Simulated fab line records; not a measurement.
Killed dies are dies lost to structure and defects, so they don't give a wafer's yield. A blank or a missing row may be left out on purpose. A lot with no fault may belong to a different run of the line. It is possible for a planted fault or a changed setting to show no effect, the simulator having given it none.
Comparing a struck lot with a sound one ; flow n5 finfet ; 25 steps out of a route of 1938
Sound: the wafers L857.1, L857.5, L857.6. The struck wafers were L851.1, L851.4, L851.5. The cause is given at the end.
Per side, at each step with rows, come the tool, then ch with its chambers, and then its first start. Under that, the readings that differ: sound wafers ; struck wafers ; difference of the means ; sigmas: that difference in standard deviations of wafers without a fault.
alike: a reading whose means differ by less than 2 such deviations, as well as words and numbers matching on both sides. not compared: withheld readings; readings where some wafer has no value; bounds like >300 that might hide an equal value; numbers whose values overlap and for which the record gives no deviation.
A row with sigmas, a row that says differs or no value, or rows on one side alone: a step with any of these is where the two part. Non-overlapping numbers with no deviation appear without sigmas and do not part them. A reading missing from all wafers of one side parts the sides only when that side holds two or more wafers.

N5_BEOL_M9_INSPECT_13: inspects for defects (brightfield).
  sound on defect inspect-02 at day 14 23:40; struck on defect inspect-01 at day 15 00:09
  alike: raw defect count
then, 4 steps without rows for these wafers: N5_BEOL_M9_DESCUM_16 (chemistry O2, time 7.9 s); N5_BEOL_M9_ETCH_61 (etches SiARC in CF4, target depth 39 nm, time 65 s); N5_BEOL_M9_ETCH_62 (etches SOC in N2/H2, target depth 110 nm, overetch 22 nm, time 165 s); N5_BEOL_M9_STRIP_68 (strips in N2/H2).
N5_BEOL_M9_STRIP_67: strips in CF4.
  sound on rie diel-01 ch 0,1,3, day 15 00:04; struck on rie diel-06 ch 1,2,3, day 15 00:25
  alike: drypump motor current A, oes product au, rf vpp V, showerhead plenum p Torr, throttle valve pct
  not compared: rf hours counter h
then, 1 step without rows for these wafers: N5_BEOL_M9_HM_OPEN_17 (chemistry Cl2/BCl3, target TiN, target depth 20 nm, overetch 6 nm).
N5_BEOL_M9_STRIP_19: strips in O2.
  sound on rie diel-03 ch 1,2,3, day 15 00:28; struck on rie diel-01 ch 0,2,3, day 15 00:38
  alike: drypump motor current A, oes product au, rf vpp V, showerhead plenum p Torr, temp c, throttle valve pct
  not compared: rf hours counter h
N5_BEOL_M9_CD_MEAS_18: pitch 140 nm, target cd 70 nm.
  sound on cd sem-02 at day 15 00:32; struck on cd sem-03 at day 15 00:43
  alike: cd nm
then, 3 steps without rows for these wafers: N5_BEOL_M9_COAT_63 (time 60 s, resist thk 60 nm); N5_BEOL_M9_COAT_64 (time 60 s, resist thk 12 nm); N5_BEOL_M9_COAT_75 (time 60 s, resist thk 5 nm).
N5_BEOL_M9_COAT_22: resist thk 30 nm.
  sound on litho track-03 ch 0, day 15 03:26; struck on litho track-02 ch 0, day 15 03:26
reading;sound;struck;difference;sigmas
spin speed rpm (rpm);1501.0 1499.9 1498.6;1569.0 1568.3 1568.6;+68.8;+69
model.CAR-EUV_of_BEOL_M9_COAT_22.thk nm (nm);30 29.8 29.8;29.2 29.2 29.2;-0.7;
  alike: chill plate temp C
then, 5 steps without rows for these wafers: N5_BEOL_M9_EBR_24; N5_BEOL_M9_SOFTBAKE_23 (time 60 s); N5_BEOL_M9_EXPOSE_25 (exposes mask V8); N5_BEOL_M9_PEB_26 (peb time 60 s); N5_BEOL_M9_DEVELOP_27 (develop time 30 s).
N5_BEOL_M9_CD_MEAS_28: target cd 70 nm.
  sound on cd sem-01 ch 0, day 15 03:44; struck on cd sem-02 ch 0, day 15 03:41
  alike: cd nm
N5_BEOL_M9_OVL_MEAS_29:
  sound on overlay-01 ch 0, day 15 03:46; struck on overlay-02 ch 0, day 15 03:43
  alike: V8_OVL
N5_BEOL_M9_INSPECT_30: inspects for defects (brightfield).
  sound on defect inspect-02 at day 15 03:49; struck on defect inspect-01 at day 15 03:46
  alike: raw defect count
N5_BEOL_M9_DESCUM_33: chemistry O2, time 7 s.
  sound on rie diel-01 ch 0,1,3, day 15 04:08; struck on rie diel-06 ch 1,2,3, day 15 03:55
  alike: drypump motor current A, oes product au, rf vpp V, showerhead plenum p Torr, temp c, throttle valve pct
  not compared: rf hours counter h
N5_BEOL_M9_ETCH_76: etches underlayer in N2/H2, target depth 6.5 nm, time 5.2 s.
  sound on rie diel-01 ch 0,1,3, day 15 04:10; struck on rie diel-06 ch 1,2,3, day 15 03:56
  alike: drypump motor current A, etch rf on time s, oes product au, rf vpp V, showerhead plenum p Torr, throttle valve pct
  not compared: rf hours counter h
N5_BEOL_M9_ETCH_65: etches SiARC in CF4, target depth 15.6 nm, time 26 s.
  sound on rie diel-01 ch 0,1,3, day 15 04:11; struck on rie diel-06 ch 1,2,3, day 15 03:58
reading;sound;struck;difference;sigmas
model.CAR-EUV_of_BEOL_M9_COAT_22.thk nm (nm);11.2 11 11;10.2 10.4 10.4;-0.7;
  alike: drypump motor current A, etch rf on time s, oes product au, rf vpp V, showerhead plenum p Torr, throttle valve pct
  not compared: rf hours counter h
N5_BEOL_M9_ETCH_66: etches SOC in N2/H2, target depth 80 nm, overetch 16 nm, time 120 s.
  sound on rie diel-01 ch 0,1,3, day 15 04:13; struck on rie diel-06 ch 1,2,3, day 15 03:59
  alike: drypump motor current A, oes product au, rf vpp V, showerhead plenum p Torr, temp c, throttle valve pct
  not compared: rf hours counter h

## WHERE THEY PART
N5_BEOL_M9_COAT_22 only, going by this record. Later steps at which nothing parts them and some readings are alike: N5_BEOL_M9_CD_MEAS_28, N5_BEOL_M9_OVL_MEAS_29, N5_BEOL_M9_INSPECT_30, N5_BEOL_M9_DESCUM_33, N5_BEOL_M9_ETCH_76, N5_BEOL_M9_ETCH_65, N5_BEOL_M9_ETCH_66.

WHY: the cause the simulator had injected
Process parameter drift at N5_BEOL_M9_COAT_22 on litho track-02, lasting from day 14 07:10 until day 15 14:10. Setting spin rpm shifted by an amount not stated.
